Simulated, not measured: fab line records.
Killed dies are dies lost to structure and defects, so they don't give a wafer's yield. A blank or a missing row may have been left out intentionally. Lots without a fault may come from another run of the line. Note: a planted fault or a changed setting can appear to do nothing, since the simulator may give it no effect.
Which tool was responsible? :: flow n5-finfet :: 10 lots with 28 wafers sampled at 5 steps, on a route of 1938 steps

## WHAT THE GAUGES READ, wafer by wafer
N5_BEOL_M4_RC_MEAS_101. Usual: DIBL_N 36.6 mV/V, standard deviation 1.3; DIBL_P 36.4 mV/V, standard deviation 1.4; IOFF_N 0.167 nA/um, standard deviation 0.023; IOFF_P 0.219 nA/um, standard deviation 0.029; ION_N 678 uA/um, standard deviation 8.7; ION_P 464 uA/um, standard deviation 6.4; SS_N 71.5 mV/dec, standard deviation 0.53; SS_P 73.4 mV/dec, standard deviation 0.57; VT_N 248.5 mV, standard deviation 2.8; VT_P -249 mV, standard deviation 3.1.
lot: L571
measured: day 8 17:11
on: prober-01
DIBL_N (mV/V): 37.4 37.8 36.8
DIBL_P (mV/V): 37.4 37.4 36.8
IOFF_N (nA/um): 0.195 0.193 0.171
IOFF_P (nA/um): 0.237 0.224 0.216
ION_N (uA/um): 697 690 683
ION_P (uA/um): 467 465 465
SS_N (mV/dec): 72.2 70.9 71.2
SS_P (mV/dec): 73.3 72.9 73.5
VT_N (mV): 243.2 245.4 248.1
VT_P (mV): -248 -249 -250
flag: 

lot: L572
measured: day 9 06:21
on: prober-01
DIBL_N (mV/V): 39.7 37.9 37.8
DIBL_P (mV/V): 38.0 35.7 35.3
IOFF_N (nA/um): 0.211 0.180 0.174
IOFF_P (nA/um): 0.267 0.226 0.220
ION_N (uA/um): 692 686 674
ION_P (uA/um): 469 469 463
SS_N (mV/dec): 72.4 71.0 71.6
SS_P (mV/dec): 74.2 73.1 72.9
VT_N (mV): 244.7 245.5 247.3
VT_P (mV): -246 -248 -249
flag: 

lot: L576
measured: day 9 09:05
on: prober-02
DIBL_N (mV/V): 34.3 35.1 36.7
DIBL_P (mV/V): 33.1 33.8 35.5
IOFF_N (nA/um): 0.125 0.132 0.164
IOFF_P (nA/um): 0.212 0.219 0.256
ION_N (uA/um): 660 673 675
ION_P (uA/um): 468 475 476
SS_N (mV/dec): 71.6 71.4 73.2
SS_P (mV/dec): 72.4 72.5 72.3
VT_N (mV): 254.0 253.4 249.6
VT_P (mV): -247 -249 -245
flag: 

lot: L577
measured: day 10 10:31
on: prober-02
DIBL_N (mV/V): 39.2 37.6 38.4
DIBL_P (mV/V): 38.2 36.8 37.3
IOFF_N (nA/um): 0.191 0.175 0.176
IOFF_P (nA/um): 0.240 0.219 0.224
ION_N (uA/um): 684 681 684
ION_P (uA/um): 465 464 466
SS_N (mV/dec): 72.3 72.0 72.6
SS_P (mV/dec): 73.7 72.9 73.1
VT_N (mV): 248.0 247.0 248.2
VT_P (mV): -246 -248 -246
flag: 

lot: L580
measured: day 13 12:28
on: prober-01
DIBL_N (mV/V): 37.5 36.5
DIBL_P (mV/V): 38.7 37.6
IOFF_N (nA/um): 0.216 0.195
IOFF_P (nA/um): 0.273 0.262
ION_N (uA/um): 671 671
ION_P (uA/um): 466 469
SS_N (mV/dec): 71.8 71.5
SS_P (mV/dec): 73.4 74.1
VT_N (mV): 248.1 247.5
VT_P (mV): -248 -249
flag: 

lot: L585
measured: day 13 20:40
on: prober-01
DIBL_N (mV/V): 35.6 36.5
DIBL_P (mV/V): 36.9 36.5
IOFF_N (nA/um): 0.159 0.169
IOFF_P (nA/um): 0.228 0.222
ION_N (uA/um): 675 670
ION_P (uA/um): 461 459
SS_N (mV/dec): 70.3 71.2
SS_P (mV/dec): 73.5 73.4
VT_N (mV): 249.4 247.3
VT_P (mV): -247 -246
flag: 

lot: L589
measured: day 14 20:09
on: prober-02
DIBL_N (mV/V): 35.9 35.2 36.6
DIBL_P (mV/V): 35.4 35.2 36.0
IOFF_N (nA/um): 0.156 0.148 0.169
IOFF_P (nA/um): 0.219 0.225 0.230
ION_N (uA/um): 675 681 681
ION_P (uA/um): 464 472 466
SS_N (mV/dec): 70.9 70.5 70.9
SS_P (mV/dec): 73.2 73.5 73.4
VT_N (mV): 246.8 249.7 246.5
VT_P (mV): -250 -248 -248
flag: 

lot: L590
measured: day 14 18:17
on: prober-01
DIBL_N (mV/V): 36.4 37.5 37.3
DIBL_P (mV/V): 36.8 38.0 37.8
IOFF_N (nA/um): 0.165 0.173 0.172
IOFF_P (nA/um): 0.212 0.237 0.228
ION_N (uA/um): 667 670 668
ION_P (uA/um): 458 463 461
SS_N (mV/dec): 71.5 71.5 71.3
SS_P (mV/dec): 73.0 73.5 73.2
VT_N (mV): 246.2 247.3 247.1
VT_P (mV): -250 -248 -251
flag: 

lot: L588
measured: day 14 22:52
on: prober-02
DIBL_N (mV/V): 35.9 37.9 36.3
DIBL_P (mV/V): 35.8 39.4 36.2
IOFF_N (nA/um): 0.145 0.187 0.144
IOFF_P (nA/um): 0.185 0.237 0.190
ION_N (uA/um): 671 676 673
ION_P (uA/um): 463 460 460
SS_N (mV/dec): 70.8 71.9 71.6
SS_P (mV/dec): 72.9 74.0 73.7
VT_N (mV): 248.9 245.3 253.4
VT_P (mV): -254 -249 -252
flag: 

lot: L594
measured: day 15 15:25
on: prober-02
DIBL_N (mV/V): 36.2 36.1 35.8
DIBL_P (mV/V): 37.2 36.6 36.3
IOFF_N (nA/um): 0.160 0.153 0.151
IOFF_P (nA/um): 0.197 0.182 0.179
ION_N (uA/um): 679 676 679
ION_P (uA/um): 461 457 460
SS_N (mV/dec): 71.8 71.3 70.9
SS_P (mV/dec): 72.2 72.6 72.6
VT_N (mV): 248.6 251.2 250.6
VT_P (mV): -252 -250 -252
flag: 

## TOOL THAT RAN EACH LOT (tool first, then ch and the chambers of the sampled wafers, then the start)
lot: L571
N5_BEOL_M2_ALD_98: ald-sin-02 ch 0,1,3, day 6 21:14
N5_BEOL_M2_VIA_ETCH_34: rie-diel-01 ch 0,3, day 7 04:54
N5_BEOL_M2_ALD_84: ald-metal-03 ch 0,1,2, day 7 05:53
N5_BEOL_M2_SPUTTER_48: pvd-sputter-01, day 7 06:58

lot: L572
N5_BEOL_M2_ALD_98: ald-sin-02 ch 0,1,2, day 7 04:09
N5_BEOL_M2_VIA_ETCH_34: rie-diel-01 ch 0,1,3, day 7 11:17
N5_BEOL_M2_ALD_84: ald-metal-02 ch 2,3, day 7 12:13
N5_BEOL_M2_SPUTTER_48: pvd-sputter-03, day 7 12:40

lot: L576
N5_BEOL_M2_ALD_98: ald-sin-01 ch 0,2,3, day 7 18:13
N5_BEOL_M2_VIA_ETCH_34: rie-diel-01 ch 0,1, day 7 21:20
N5_BEOL_M2_ALD_84: ald-metal-01 ch 2,3, day 7 22:01
N5_BEOL_M2_SPUTTER_48: pvd-sputter-01, day 7 22:43

lot: L577
N5_BEOL_M2_ALD_98: ald-sin-02 ch 0,1,2, day 8 15:27
N5_BEOL_M2_VIA_ETCH_34: rie-diel-05 ch 0,1,2, day 8 19:17
N5_BEOL_M2_ALD_84: ald-metal-01 ch 0,1, day 8 20:01
N5_BEOL_M2_SPUTTER_48: pvd-sputter-01, day 8 22:14

lot: L580
N5_BEOL_M2_ALD_98: ald-sin-02 ch 1,2, day 9 02:08
N5_BEOL_M2_VIA_ETCH_34: rie-diel-05 ch 1, day 9 12:26
N5_BEOL_M2_ALD_84: ald-metal-01 ch 0,2, day 9 13:21
N5_BEOL_M2_SPUTTER_48: pvd-sputter-03, day 9 13:52

lot: L585
N5_BEOL_M2_ALD_98: ald-sin-01 ch 2,3, day 10 04:26
N5_BEOL_M2_VIA_ETCH_34: rie-diel-01 ch 1,2, day 10 12:29
N5_BEOL_M2_ALD_84: ald-metal-01 ch 0,1, day 10 13:04
N5_BEOL_M2_SPUTTER_48: pvd-sputter-01, day 10 13:35

lot: L589
N5_BEOL_M2_ALD_98: ald-sin-03 ch 0,2,3, day 11 23:11
N5_BEOL_M2_VIA_ETCH_34: rie-diel-04 ch 1,2, day 12 18:56
N5_BEOL_M2_ALD_84: ald-metal-02 ch 0,1,2, day 12 20:06
N5_BEOL_M2_SPUTTER_48: pvd-sputter-02, day 12 20:45

lot: L590
N5_BEOL_M2_ALD_98: ald-sin-02 ch 0,3, day 12 14:10
N5_BEOL_M2_VIA_ETCH_34: rie-diel-01 ch 0,1,2, day 12 18:56
N5_BEOL_M2_ALD_84: ald-metal-03 ch 1,2, day 12 19:56
N5_BEOL_M2_SPUTTER_48: pvd-sputter-03, day 12 20:32

lot: L588
N5_BEOL_M2_ALD_98: ald-sin-01 ch 1,3, day 12 20:20
N5_BEOL_M2_VIA_ETCH_34: rie-diel-04 ch 0,1,3, day 13 04:31
N5_BEOL_M2_ALD_84: ald-metal-01 ch 0,2, day 13 05:17
N5_BEOL_M2_SPUTTER_48: pvd-sputter-02, day 13 07:38

lot: L594
N5_BEOL_M2_ALD_98: ald-sin-01 ch 0,1,3, day 13 04:10
N5_BEOL_M2_VIA_ETCH_34: rie-diel-01 ch 0,2,3, day 13 16:05
N5_BEOL_M2_ALD_84: ald-metal-03 ch 0,2,3, day 13 16:54
N5_BEOL_M2_SPUTTER_48: pvd-sputter-03, day 13 18:26
- N5_BEOL_M2_ALD_98: deposits SiO2, target thk 2.5 nm, pulse time 1 s, co reactant pulse time 1 s.
- N5_BEOL_M2_VIA_ETCH_34: etches the open film in C4F6/O2, target depth 69.4 nm, time 65.9 s.
- N5_BEOL_M2_ALD_84: deposits TaN, pulse time 2 s, purge time 3 s, co reactant purge time 2 s.
- N5_BEOL_M2_SPUTTER_48: material Cu, target thk 4.5 nm, time 8.29 s.

## AS READ BY THE TOOLS THEMSELVES (means over the sampled wafers that have a number; for cases with no such wafer, the mark the record gives instead)
N5_BEOL_M2_ALD_98. Usual: heater-power-outer-w 41 W, standard deviation 5.3; heater-power-w 78 W, standard deviation 9; precursor-pulse-height-rel 1.001, standard deviation 0.023.
lot: L571
tool: ald-sin-02
heater-power-outer-w (W): 41
heater-power-w (W): 78
precursor-pulse-height-rel: 1.004
flag: 

lot: L572
tool: ald-sin-02
heater-power-outer-w (W): 45
heater-power-w (W): 86
precursor-pulse-height-rel: 0.971
flag: 

lot: L576
tool: ald-sin-01
heater-power-outer-w (W): 39
heater-power-w (W): 73
precursor-pulse-height-rel: 0.983
flag: 

lot: L577
tool: ald-sin-02
heater-power-outer-w (W): 45
heater-power-w (W): 87
precursor-pulse-height-rel: 1.034
flag: 

lot: L580
tool: ald-sin-02
heater-power-outer-w (W): 48
heater-power-w (W): 91
precursor-pulse-height-rel: 1.012
flag: 

lot: L585
tool: ald-sin-01
heater-power-outer-w (W): 38
heater-power-w (W): 74
precursor-pulse-height-rel: 1.030
flag: 

lot: L589
tool: ald-sin-03
heater-power-outer-w (W): 38
heater-power-w (W): 70
precursor-pulse-height-rel: 0.986
flag: 

lot: L590
tool: ald-sin-02
heater-power-outer-w (W): 40
heater-power-w (W): 77
precursor-pulse-height-rel: 0.988
flag: 

lot: L588
tool: ald-sin-01
heater-power-outer-w (W): 44
heater-power-w (W): 83
precursor-pulse-height-rel: 1.021
flag: 

lot: L594
tool: ald-sin-01
heater-power-outer-w (W): 41
heater-power-w (W): 78
precursor-pulse-height-rel: 1.006
flag: 

N5_BEOL_M2_VIA_ETCH_34. Usual: drypump-motor-current-A 5.8 A (standard deviation 0.5); mfc-ar-sccm 300.0 sccm (standard deviation 1); oes_ar_750_au 0.80 a.u. (standard deviation 0.075); oes-product-au 0.80 a.u. (standard deviation 0.081); rf-vpp-V 666 V (standard deviation 7); showerhead-plenum-p-Torr 2.85 Torr (standard deviation 0.06); throttle-valve-pct 30.85 % (standard deviation 0.21).
lot: L571
tool: rie-diel-01
drypump-motor-current-A (A): 5.6
mfc-ar-sccm (sccm): 301.1
oes_ar_750_au (a.u.): 0.81
oes-product-au (a.u.): 0.81
rf-vpp-V (V): 661
showerhead-plenum-p-Torr (Torr): 2.83
throttle-valve-pct (%): 30.96
flag: 

lot: L572
tool: rie-diel-01
drypump-motor-current-A (A): 5.8
mfc-ar-sccm (sccm): 298.7
oes_ar_750_au (a.u.): 0.80
oes-product-au (a.u.): 0.80
rf-vpp-V (V): 662
showerhead-plenum-p-Torr (Torr): 2.83
throttle-valve-pct (%): 30.92
flag: 

lot: L576
tool: rie-diel-01
drypump-motor-current-A (A): 6.2
mfc-ar-sccm (sccm): 300.4
oes_ar_750_au (a.u.): 0.83
oes-product-au (a.u.): 0.83
rf-vpp-V (V): 667
showerhead-plenum-p-Torr (Torr): 2.81
throttle-valve-pct (%): 30.81
flag: 

lot: L577
tool: rie-diel-05
drypump-motor-current-A (A): 6.1
mfc-ar-sccm (sccm): 300.0
oes_ar_750_au (a.u.): 0.78
oes-product-au (a.u.): 0.78
rf-vpp-V (V): 666
showerhead-plenum-p-Torr (Torr): 2.93
throttle-valve-pct (%): 30.83
flag: 

lot: L580
tool: rie-diel-05
drypump-motor-current-A (A): 6.6
mfc-ar-sccm (sccm): 300.2
oes_ar_750_au (a.u.): 0.77
oes-product-au (a.u.): 0.77
rf-vpp-V (V): 660
showerhead-plenum-p-Torr (Torr): 2.85
throttle-valve-pct (%): 30.61
flag: 

lot: L585
tool: rie-diel-01
drypump-motor-current-A (A): 5.3
mfc-ar-sccm (sccm): 300.6
oes_ar_750_au (a.u.): 0.87
oes-product-au (a.u.): 0.86
rf-vpp-V (V): 672
showerhead-plenum-p-Torr (Torr): 2.87
throttle-valve-pct (%): 30.69
flag: 

lot: L589
tool: rie-diel-04
drypump-motor-current-A (A): 6.0
mfc-ar-sccm (sccm): 299.5
oes_ar_750_au (a.u.): 0.83
oes-product-au (a.u.): 0.83
rf-vpp-V (V): 666
showerhead-plenum-p-Torr (Torr): 2.79
throttle-valve-pct (%): 30.78
flag: 

lot: L590
tool: rie-diel-01
drypump-motor-current-A (A): 5.7
mfc-ar-sccm (sccm): 299.2
oes_ar_750_au (a.u.): 0.81
oes-product-au (a.u.): 0.83
rf-vpp-V (V): 671
showerhead-plenum-p-Torr (Torr): 2.83
throttle-valve-pct (%): 30.73
flag: 

lot: L588
tool: rie-diel-04
drypump-motor-current-A (A): 6.0
mfc-ar-sccm (sccm): 300.2
oes_ar_750_au (a.u.): 0.87
oes-product-au (a.u.): 0.88
rf-vpp-V (V): 670
showerhead-plenum-p-Torr (Torr): 2.85
throttle-valve-pct (%): 30.68
flag: 

lot: L594
tool: rie-diel-01
drypump-motor-current-A (A): 5.6
mfc-ar-sccm (sccm): 299.7
oes_ar_750_au (a.u.): 0.81
oes-product-au (a.u.): 0.81
rf-vpp-V (V): 668
showerhead-plenum-p-Torr (Torr): 2.83
throttle-valve-pct (%): 30.78
flag: 

N5_BEOL_M2_ALD_84. Usual: heater-power-outer-w 229 W, standard deviation 21; heater-power-w 419 W, standard deviation 42.
lot: L571
tool: ald-metal-03
heater-power-outer-w (W): 230
heater-power-w (W): 426
flag: 

lot: L572
tool: ald-metal-02
heater-power-outer-w (W): 226
heater-power-w (W): 415
flag: 

lot: L576
tool: ald-metal-01
heater-power-outer-w (W): 231
heater-power-w (W): 421
flag: 

lot: L577
tool: ald-metal-01
heater-power-outer-w (W): 202
heater-power-w (W): 381
flag: 

lot: L580
tool: ald-metal-01
heater-power-outer-w (W): 233
heater-power-w (W): 450
flag: 

lot: L585
tool: ald-metal-01
heater-power-outer-w (W): 204
heater-power-w (W): 408
flag: 

lot: L589
tool: ald-metal-02
heater-power-outer-w (W): 239
heater-power-w (W): 441
flag: 

lot: L590
tool: ald-metal-03
heater-power-outer-w (W): 212
heater-power-w (W): 381
flag: 

lot: L588
tool: ald-metal-01
heater-power-outer-w (W): 231
heater-power-w (W): 451
flag: 

lot: L594
tool: ald-metal-03
heater-power-outer-w (W): 232
heater-power-w (W): 421
flag: 

N5_BEOL_M2_SPUTTER_48. Usual: throttle-valve-pct at 29.9 %, with a standard deviation of 1.2.
lot: L571
tool: pvd-sputter-01
throttle-valve-pct (%): 29.6
flag: 

lot: L572
tool: pvd-sputter-03
throttle-valve-pct (%): 30.9
flag: 

lot: L576
tool: pvd-sputter-01
throttle-valve-pct (%): 29.1
flag: 

lot: L577
tool: pvd-sputter-01
throttle-valve-pct (%): 29.3
flag: 

lot: L580
tool: pvd-sputter-03
throttle-valve-pct (%): 29.1
flag: 

lot: L585
tool: pvd-sputter-01
throttle-valve-pct (%): 29.1
flag: 

lot: L589
tool: pvd-sputter-02
throttle-valve-pct (%): 29.6
flag: 

lot: L590
tool: pvd-sputter-03
throttle-valve-pct (%): 31.8
flag: 

lot: L588
tool: pvd-sputter-02
throttle-valve-pct (%): 30.0
flag: 

lot: L594
tool: pvd-sputter-03
throttle-valve-pct (%): 30.8
flag: 

## THE ANSWER, worked out from the rows above alone
Rule: a lot is off if the mean of its wafers that have a number lies more than 3 standard deviations from the usual mean. Also off: a lot with no number at a reading for which 4 or more lots have one. All remaining lots with rows at the step are treated as sound. First the gauges in route order, then the tools' own readings, where a lot's mean is used as printed above. At the first step where some lot is off, the reading lying furthest off is the one used; lots without a number count as furthest.
No lot is off on any of the readings shown, so nothing can be concluded from this.

## WHAT WAS PUT IN BY THE SIMULATOR
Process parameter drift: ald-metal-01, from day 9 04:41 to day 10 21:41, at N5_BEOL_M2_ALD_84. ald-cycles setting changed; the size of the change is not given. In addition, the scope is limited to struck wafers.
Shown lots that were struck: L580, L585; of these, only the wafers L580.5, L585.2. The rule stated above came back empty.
